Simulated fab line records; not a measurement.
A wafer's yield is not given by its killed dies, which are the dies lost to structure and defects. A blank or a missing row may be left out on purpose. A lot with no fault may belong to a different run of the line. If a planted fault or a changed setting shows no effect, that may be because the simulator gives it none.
Which tool is to blame?	flow nand harc	Sampling: 20 lots, 60 wafers, 6 of 1302 route steps

## WHAT EACH GAUGE READ, for each wafer
Not one reading of a measure or inspect step in the record can be checked against a usual standard deviation.

## TOOL THAT RAN EACH LOT (tool first, then ch and the chambers of the sampled wafers, then the start)
lot	NHARC_A_CHANNEL_HOLE_D1_ETCH_21	NHARC_A_CHANNEL_HOLE_D1_ETCH_26	NHARC_A_CHANNEL_HOLE_D1_STRIP_27	NHARC_A_CHANNEL_FILL_D1_ETCHBACK_20	NHARC_A_CHANNEL_HOLE_D2_DEP_01	NHARC_A_CHANNEL_HOLE_D2_ETCH_16
L076	har etch-01 ch 0, day 9 06:07	har etch-01 ch 0, day 9 09:27	rie diel-11 ch 0,1,3, day 10 12:15 or earlier	rie diel-12 ch 0,1, day 10 12:15	pecvd-02 ch 0,2, day 13 10:43	rie diel-05 ch 0,1, no start
L075	har etch-02 ch 0,1, day 9 06:32	har etch-02 ch 0,1, day 9 09:54	rie diel-01 ch 1,2,3, day 10 12:15 or earlier	rie diel-10 ch 0,1,3, day 10 12:15	pecvd-02 ch 1,2, day 13 12:04	rie diel-03 ch 0,1,2, no start
L077	har etch-02 ch 0,1, day 9 20:57	har etch-02 ch 0,1, day 10 00:17	rie diel-01 ch 0,2,3, day 11 03:00 or earlier	rie diel-02 ch 0,1,2, day 11 03:00	pecvd-02 ch 1,2, day 14 11:43	rie diel-07 ch 0,1,2, no start
L079	har etch-01 ch 0,1, day 10 11:20	har etch-01 ch 0,1, day 10 14:36	rie diel-01 ch 0,3, day 11 16:55 or earlier	rie diel-12 ch 0,3, day 11 16:55	pecvd-02 ch 0,1,2, day 15 02:23	rie diel-07 ch 0,2,3, no start
L080	har etch-01 ch 0,1, day 10 19:41	har etch-01 ch 0,1, day 10 23:01	rie diel-01 ch 0,1,2, day 12 04:15 or earlier	rie diel-12 ch 0,1, day 12 04:15	pecvd-01 ch 1,2, day 15 11:10	rie diel-05 ch 2,3, no start
L082	har etch-01 ch 0,1, day 12 01:26	har etch-01 ch 0,1, day 12 04:47	rie diel-01 ch 0,1,3, day 13 06:54 or earlier	rie diel-10 ch 0,1, day 13 06:54	pecvd-02 ch 0,1, day 16 10:23	rie diel-03 ch 1,3, no start
L081	har etch-02 ch 0,1, day 12 02:33	har etch-02 ch 0,1, day 12 05:55	rie diel-11 ch 1,2,3, day 13 06:55 or earlier	rie diel-02 ch 0,2, day 13 06:55	pecvd-04 ch 0,2, day 16 08:29	rie diel-03 ch 1,3, no start
L083	har etch-01 ch 0,1, day 12 09:30	har etch-01 ch 0,1, day 12 12:51	rie diel-01 ch 1,2, day 13 15:49 or earlier	rie diel-02 ch 0,1,3, day 13 15:49	pecvd-01 ch 0,1,2, day 16 23:08	rie diel-07 ch 0,1,2, no start
L084	har etch-02 ch 0,1, day 12 13:55	har etch-02 ch 0,1, day 12 17:13	rie diel-01 ch 1,2,3, day 13 19:25 or earlier	rie diel-12 ch 0,2,3, day 13 19:25	pecvd-02 ch 1,2, day 17 01:00	rie diel-03 ch 0,2,3, no start
L085	har etch-02 ch 0,1, day 13 03:56	har etch-02 ch 0,1, day 13 07:12	rie diel-11 ch 1,2,3, day 14 12:07 or earlier	rie diel-10 ch 0,1, day 14 12:07	pecvd-01 ch 0,1,2, day 17 15:13	rie diel-07 ch 1,2,3, no start
L086	har etch-01 ch 0,1, day 13 11:52	har etch-01 ch 0,1, day 13 15:13	rie diel-13 ch 0,2,3, day 14 18:46 or earlier	rie diel-12 ch 0,2,3, day 14 18:46	pecvd-04 ch 0,2, day 18 00:42	rie diel-03 ch 0,1,3, no start
L088	har etch-01 ch 0,1, day 14 12:29	har etch-01 ch 0,1, day 14 15:43	rie diel-01 ch 0,1,2, day 15 17:53 or earlier	rie diel-12 ch 1,2, day 15 17:53	pecvd-04 ch 0,2, day 19 02:29	rie diel-05 ch 1,2,3, no start
L089	har etch-02 ch 0,1, day 14 13:58	har etch-02 ch 0,1, day 14 17:11	rie diel-01 ch 0,1, day 15 17:54 or earlier	rie diel-02 ch 0,1,2, day 15 17:54	pecvd-02 ch 0,1,2, day 19 00:39	rie diel-03 ch 1,2, no start
L087	har etch-02 ch 0,1, day 14 17:55	har etch-02 ch 0,1, day 14 21:16	rie diel-01 ch 1,2,3, day 15 23:33 or earlier	rie diel-12 ch 0,1,3, day 15 23:33	pecvd-04 ch 1,2, day 19 08:37	rie diel-05 ch 0,2,3, no start
L090	har etch-01 ch 0,1, day 15 11:07	har etch-01 ch 0,1, day 15 14:24	rie diel-11 ch 1,2,3, day 16 20:35 or earlier	rie diel-02 ch 1,2, day 16 20:35	pecvd-01 ch 0,1,2, day 20 06:50	rie diel-05 ch 1,2, no start
L092	har etch-01 ch 1, day 16 00:31	har etch-01 ch 1, day 16 03:52	rie diel-01 ch 1,2, day 17 06:17 or earlier	rie diel-02 ch 0,1,2, day 17 06:17	pecvd-04 ch 1,2, day 20 14:46	rie diel-03 ch 0,2,3, no start
L093	har etch-01 ch 0,1, day 16 08:34	har etch-01 ch 0,1, day 16 11:50	rie diel-13 ch 0,1,3, day 17 14:42 or earlier	rie diel-12 ch 1,2, day 17 14:42	pecvd-02 ch 0,1,2, day 21 06:49	rie diel-05 ch 0,2,3, no start
L095	har etch-01 ch 0,1, day 17 13:50	har etch-01 ch 0,1, day 17 17:09	rie diel-01 ch 2,3, day 18 19:16 or earlier	rie diel-02 ch 0,1,2, day 18 19:16	pecvd-04 ch 0,1, day 22 03:03	rie diel-07 ch 0,1, no start
L094	har etch-02 ch 0,1, day 17 14:33	har etch-02 ch 0,1, day 17 17:52	rie diel-01 ch 1,2,3, day 18 19:14 or earlier	rie diel-12 ch 0,2,3, day 18 19:14	pecvd-02 ch 1,2, day 22 02:58	rie diel-03 ch 0,1, no start
L097	har etch-01 ch 0,1, day 17 22:04	har etch-01 ch 0,1, day 18 01:25	rie diel-13 ch 0,1,2, day 19 01:36 or earlier	rie diel-02 ch 0,2,3, day 19 01:36	pecvd-04 ch 0,2, day 22 01:04	rie diel-03 ch 1,2,3, no start
- NHARC_A_CHANNEL_HOLE_D1_ETCH_21: etches the open film in C4F8/O2/Ar, time 514.3 s, target depth 1600 nm.
- NHARC_A_CHANNEL_HOLE_D1_ETCH_26: etches the open film in C4F8/O2/Ar, time 224.1 s, target depth 300 nm.
- NHARC_A_CHANNEL_HOLE_D1_STRIP_27: strips in O2.
- NHARC_A_CHANNEL_FILL_D1_ETCHBACK_20: etches the open film in C4F8/O2/Ar, target depth 27 nm, time 13.5 s.
- NHARC_A_CHANNEL_HOLE_D2_DEP_01: deposits SiON, target thk 140 nm.
- NHARC_A_CHANNEL_HOLE_D2_ETCH_16: etches the open film in O2/COS, target depth 3100 nm, time 806 s.

## WHAT THE TOOLS THEMSELVES READ (means of the sampled wafers that have a number; where no wafer has one, the mark that the record gives instead)
NHARC_A_CHANNEL_HOLE_D1_ETCH_21.
lot	tool	c4f8 flow sccm (sccm)	drypump motor current A (A)	o2 flow sccm (sccm)	showerhead plenum p Torr (Torr)	throttle valve pct (%)
L076	har etch-01	89.16	6.2	35.74	3.55	32.147
L075	har etch-02	89.03	5.3	35.61	3.76	32.158
L077	har etch-02	89.67	5.3	35.73	3.76	32.152
L079	har etch-01	89.50	6.1	35.60	3.61	32.150
L080	har etch-01	89.20	6.1	35.68	3.58	32.157
L082	har etch-01	89.50	6.1	35.68	3.57	32.160
L081	har etch-02	89.67	5.3	35.59	3.74	32.151
L083	har etch-01	89.23	6.0	35.60	3.60	32.146
L084	har etch-02	89.24	5.3	35.64	3.74	32.154
L085	har etch-02	89.42	5.3	35.86	3.73	32.159
L086	har etch-01	89.48	6.1	35.66	3.56	32.150
L088	har etch-01	89.46	6.1	35.77	3.55	32.157
L089	har etch-02	89.06	5.3	35.69	3.72	32.157
L087	har etch-02	89.26	5.4	35.72	3.72	32.148
L090	har etch-01	89.36	6.1	35.66	3.54	32.158
L092	har etch-01	89.01	6.0	35.98	3.61	32.159
L093	har etch-01	89.27	6.1	35.64	3.54	32.158
L095	har etch-01	89.17	6.1	35.82	3.56	32.153
L094	har etch-02	89.54	5.3	35.76	3.70	32.166
L097	har etch-01	89.27	6.1	35.75	3.55	32.153

NHARC_A_CHANNEL_HOLE_D1_ETCH_26.
lot	tool	c4f8 flow sccm (sccm)	drypump motor current A (A)	o2 flow sccm (sccm)	showerhead plenum p Torr (Torr)	throttle valve pct (%)
L076	har etch-01	11.37	6.2	113.4	3.59	24.578
L075	har etch-02	11.39	5.3	113.4	3.81	24.586
L077	har etch-02	11.39	5.3	113.3	3.80	24.583
L079	har etch-01	11.35	6.1	113.5	3.65	24.597
L080	har etch-01	11.43	6.1	113.8	3.62	24.579
L082	har etch-01	11.36	6.1	113.8	3.61	24.583
L081	har etch-02	11.39	5.3	113.2	3.79	24.584
L083	har etch-01	11.39	6.1	113.5	3.64	24.593
L084	har etch-02	11.37	5.3	113.4	3.78	24.580
L085	har etch-02	11.39	5.3	113.8	3.78	24.584
L086	har etch-01	11.38	6.1	114.1	3.59	24.579
L088	har etch-01	11.40	6.1	113.6	3.59	24.579
L089	har etch-02	11.39	5.3	113.9	3.77	24.593
L087	har etch-02	11.40	5.4	113.3	3.77	24.583
L090	har etch-01	11.44	6.1	114.1	3.58	24.575
L092	har etch-01	11.41	6.0	113.9	3.65	24.595
L093	har etch-01	11.38	6.1	113.7	3.57	24.577
L095	har etch-01	11.39	6.1	113.1	3.59	24.588
L094	har etch-02	11.35	5.3	113.8	3.75	24.594
L097	har etch-01	11.43	6.1	113.7	3.59	24.577

NHARC_A_CHANNEL_HOLE_D1_STRIP_27.
lot	tool	drypump motor current A (A)	o2 flow sccm (sccm)	oes product au (a.u.)	rf vpp V (V)	showerhead plenum p Torr (Torr)	throttle valve pct (%)
L076	rie diel-11	5.4	501.4	0.996	57.6	3.44	17.027
L075	rie diel-01	6.0	499.9	1.005	58.4	3.67	17.036
L077	rie diel-01	6.1	502.5	0.989	59.1	3.55	17.038
L079	rie diel-01	6.0	499.3	0.987	58.4	3.52	17.030
L080	rie diel-01	5.9	499.8	0.998	58.8	3.60	17.045
L082	rie diel-01	5.9	498.3	1.002	58.5	3.58	17.033
L081	rie diel-11	5.9	501.1	1.001	57.5	3.44	17.033
L083	rie diel-01	5.8	501.9	1.011	58.2	3.73	17.039
L084	rie diel-01	6.0	500.6	1.002	57.6	3.67	17.031
L085	rie diel-11	5.9	500.0	0.988	57.2	3.44	17.035
L086	rie diel-13	5.7	499.7	0.996	58.3	3.59	17.047
L088	rie diel-01	6.0	500.1	0.999	57.5	3.60	17.033
L089	rie diel-01	5.8	501.5	1.008	57.2	3.63	17.044
L087	rie diel-01	6.0	499.5	1.000	58.5	3.67	17.043
L090	rie diel-11	5.9	500.8	0.994	57.3	3.43	17.038
L092	rie diel-01	6.1	499.3	0.998	59.0	3.69	17.030
L093	rie diel-13	5.3	498.5	1.003	57.4	3.58	17.036
L095	rie diel-01	6.2	499.9	1.019	58.7	3.64	17.043
L094	rie diel-01	6.0	501.1	1.010	57.6	3.67	17.034
L097	rie diel-13	5.6	501.8	1.001	57.6	3.55	17.040

NHARC_A_CHANNEL_FILL_D1_ETCHBACK_20.
lot	tool	bias w (W)	oes product au (a.u.)	rf vpp V (V)
L076	rie diel-12	1500	0.94	972
L075	rie diel-10	1503	0.93	974
L077	rie diel-02	1504	0.99	978
L079	rie diel-12	1504	0.91	977
L080	rie diel-12	1503	0.92	973
L082	rie diel-10	1502	1.00	975
L081	rie diel-02	1504	0.99	977
L083	rie diel-02	1497	0.98	979
L084	rie diel-12	1503	0.97	976
L085	rie diel-10	1499	0.99	976
L086	rie diel-12	1504	0.93	975
L088	rie diel-12	1500	0.99	975
L089	rie diel-02	1502	0.99	978
L087	rie diel-12	1500	0.99	974
L090	rie diel-02	1497	0.97	981
L092	rie diel-02	1502	0.92	980
L093	rie diel-12	1497	0.94	974
L095	rie diel-02	1503	0.91	979
L094	rie diel-12	1497	0.93	977
L097	rie diel-02	1500	0.98	978

NHARC_A_CHANNEL_HOLE_D2_DEP_01.
lot	tool	heater power outer w (W)	heater power w (W)
L076	pecvd-02	393	711
L075	pecvd-02	357	641
L077	pecvd-02	397	658
L079	pecvd-02	398	703
L080	pecvd-01	459	775
L082	pecvd-02	378	722
L081	pecvd-04	520	888
L083	pecvd-01	509	829
L084	pecvd-02	367	604
L085	pecvd-01	466	772
L086	pecvd-04	492	856
L088	pecvd-04	452	824
L089	pecvd-02	413	716
L087	pecvd-04	418	726
L090	pecvd-01	506	793
L092	pecvd-04	468	784
L093	pecvd-02	400	693
L095	pecvd-04	487	773
L094	pecvd-02	431	690
L097	pecvd-04	506	888

NHARC_A_CHANNEL_HOLE_D2_ETCH_16.
lot	tool	bias w (W)	drypump motor current A (A)	o2 flow sccm (sccm)	oes product au (a.u.)	rf vpp V (V)	showerhead plenum p Torr (Torr)	throttle valve pct (%)
L076	rie diel-05	299.6	5.5	399.9	1.006	313.8	3.12	28.327
L075	rie diel-03	299.7	5.6	400.5	0.991	313.2	3.04	28.329
L077	rie diel-07	299.9	5.4	400.6	1.003	316.4	3.20	28.334
L079	rie diel-07	300.7	5.4	399.5	0.998	314.9	3.23	28.332
L080	rie diel-05	299.7	6.1	398.9	1.003	313.9	3.13	28.332
L082	rie diel-03	299.7	5.6	399.6	0.977	315.0	3.18	28.334
L081	rie diel-03	299.1	5.7	399.3	0.981	315.2	3.18	28.326
L083	rie diel-07	300.0	5.4	400.7	0.994	315.4	3.20	28.341
L084	rie diel-03	299.5	5.4	400.5	0.991	313.9	3.14	28.333
L085	rie diel-07	300.2	5.2	399.6	0.999	314.3	3.18	28.334
L086	rie diel-03	300.1	5.8	400.6	0.996	313.4	3.07	28.320
L088	rie diel-05	299.2	5.8	399.9	0.981	314.9	3.17	28.325
L089	rie diel-03	300.1	5.2	399.2	1.007	314.4	3.12	28.334
L087	rie diel-05	300.4	6.1	399.4	0.987	314.6	3.10	28.326
L090	rie diel-05	300.8	5.8	402.0	0.990	315.7	3.24	28.332
L092	rie diel-03	299.5	5.4	400.5	0.997	314.9	3.13	28.335
L093	rie diel-05	300.6	6.1	400.8	0.994	313.0	3.10	28.327
L095	rie diel-07	300.4	5.6	399.9	0.984	314.9	3.18	28.334
L094	rie diel-03	300.4	5.9	400.2	0.993	311.8	2.97	28.320
L097	rie diel-03	299.9	5.4	401.3	1.007	314.4	3.15	28.337

## THE ANSWER, worked out from the rows above alone
Rule: the usual values come from the lots themselves. The widest of any qualifying gaps counts: lots, ordered by their means at a reading, are off when they make up no more than a third of the lots, leave a main group of 4 or more, and stand apart from it by 3 or more times the standard deviation of that group's means. A main group is skipped when, at the precision printed for the reading in the tables above, its means are all equal. A lot without any number at a reading at which 4 lots or more have one is off too. Where the step has rows for the other lots, those lots are counted as sound. After the gauges, taken in route order, come the tools' own readings; for these a lot's mean is taken, as printed above. The first step at which some lot is off is used, and at that step the reading that is off furthest; a lot without a number counts as furthest.
Across all readings shown, no lot is off: no conclusion can be drawn from this.

## WHAT THE SIMULATOR PUT IN
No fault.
